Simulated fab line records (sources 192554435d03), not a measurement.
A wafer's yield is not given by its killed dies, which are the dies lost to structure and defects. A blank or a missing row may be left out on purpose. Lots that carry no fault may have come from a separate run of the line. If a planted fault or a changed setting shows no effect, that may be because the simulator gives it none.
Struck lot and sound lot, side by side	flow n5Finfet	15 steps out of a route of 1938
Sound: these wafers, L875.2, L875.5. Wafers L877.3, L877.4, L877.6 were the ones struck. The cause is given at the end.
For every step that has rows: the tool of each side, followed by ch and its chambers, followed by its first start. Under that, the readings that differ: sound wafers	struck wafers	difference of the means	sigmas: that difference in standard deviations of wafers without a fault.
alike: words and numbers the same on both sides, and readings whose means are apart by under 2 such deviations; not compared: readings that were withheld, readings missing a value for some wafer, numbers with overlapping values and no deviation given by the record, and bounds like >300 which may hide the same value.
Wherever a step has rows on one side only, a row that says differs or no value, or a row with sigmas, the two part there. When numbers do not overlap yet have no deviation, they are printed without sigmas and do not part them. Lack of a reading on every wafer of one side parts them only where that side has two or more wafers.

N5_BEOL_M3_PRE_CLEAN_60: time 15 s.
  sound on cvdCo-01 ch 0,2, day 7 17:36; struck on cvdCo-01 ch 0,1, day 8 23:20
  alike: heaterPowerW, rfFwdPowerW
then, 2 steps without rows for these wafers: N5_BEOL_M3_CO_CAP_55 (material Co, precursor CCTBA/H2, target thk 2 nm, time 102.1 s); N5_BEOL_M3_PRE_CLEAN_56 (time 15 s).
N5_BEOL_M3_DEP_57: deposits SiCN from 3MS/NH3, target thk 8 nm, time 14 s.
  sound on pecvd-01 ch 0, day 7 17:46; struck on pecvd-01 ch 0,2, day 8 23:30
  alike: rfFwdPowerW, showerheadPlenumPTorr, throttleValvePct
N5_BEOL_M3_RS_MEAS_58: a four-point-probe measurement.
  sound on filmMetro-02 at day 7 18:07; struck on filmMetro-02 at day 8 23:34
  alike: M3_RS
N5_BEOL_M3_INSPECT_59: inspects for defects (darkfield).
  sound on defectInspect-02 at day 7 18:09; struck on defectInspect-02 at day 8 23:36
  alike: rawDefectCount
N5_BEOL_M4_ILD_DEP_00: deposits SiOC from DEMS/O2, target thk 79 nm, time 15.3 s.
  sound on pecvd-01 ch 0,1, day 7 18:11; struck on pecvd-01 ch 1,2, day 8 23:38
  alike: heaterPowerW, rfFwdPowerW, showerheadPlenumPTorr, throttleValvePct
N5_BEOL_M4_THK_MEAS_01:
  sound on filmMetro-02 at day 7 18:16; struck on filmMetro-02 at day 8 23:42
  alike: M4_ILD_THK
N5_BEOL_M4_PECVD_72: deposits SiO2 from TEOS/O2, target thk 16 nm, time 18 s.
  sound on pecvd-02 ch 0, day 7 18:17; struck on pecvd-02 ch 1,2, day 8 23:44
reading	sound	struck	difference	sigmas
showerheadPlenumPTorr (Torr)	8.72 8.70	8.77 8.80 8.87	+0.10	+2
  alike: heaterPowerW, rfFwdPowerW, throttleValvePct
N5_BEOL_M4_HM_DEP_02: deposits TiN, target thk 20 nm.
  sound on pvdSputter-02 at day 7 19:51; struck on pvdSputter-01 at day 9 00:28
  alike: throttleValvePct
then, 2 steps without rows for these wafers: N5_BEOL_M4_COAT_61 (time 60 s, resist thk 60 nm); N5_BEOL_M4_COAT_62 (time 60 s, resist thk 12 nm).
N5_BEOL_M4_COAT_73: time 60 s, resist thk 5 nm.
  sound on lithoTrack-05 ch 0, day 7 19:59; struck on lithoTrack-05 ch 0, day 9 00:36
reading	sound	struck	difference	sigmas
heaterPowerTotalW (W)	390.2 392.0	387.4 386.3 387.7	-4.0	-3
plateTempC (C)	205.03 204.57	202.88 202.57 202.52	-2.14	-14
  alike: resistLineTempC
then, 1 step without rows for these wafers: N5_BEOL_M4_COAT_05 (resist thk 30 nm).
N5_BEOL_M4_RC_MEAS_101:
  sound on prober-01 ch 0, day 8 04:23; struck on prober-01 ch 0, day 9 08:28
  alike: DIBL_N, DIBL_P, IOFF_N, IOFF_P, ION_N, ION_P, SS_N, SS_P, VT_N, VT_P

WHERE THEY PART
First at N5_BEOL_M4_PECVD_72; last, within this record, at N5_BEOL_M4_COAT_73. Later steps at which nothing parts them and some readings are alike: N5_BEOL_M4_RC_MEAS_101.

WHY: whatever the simulator had introduced
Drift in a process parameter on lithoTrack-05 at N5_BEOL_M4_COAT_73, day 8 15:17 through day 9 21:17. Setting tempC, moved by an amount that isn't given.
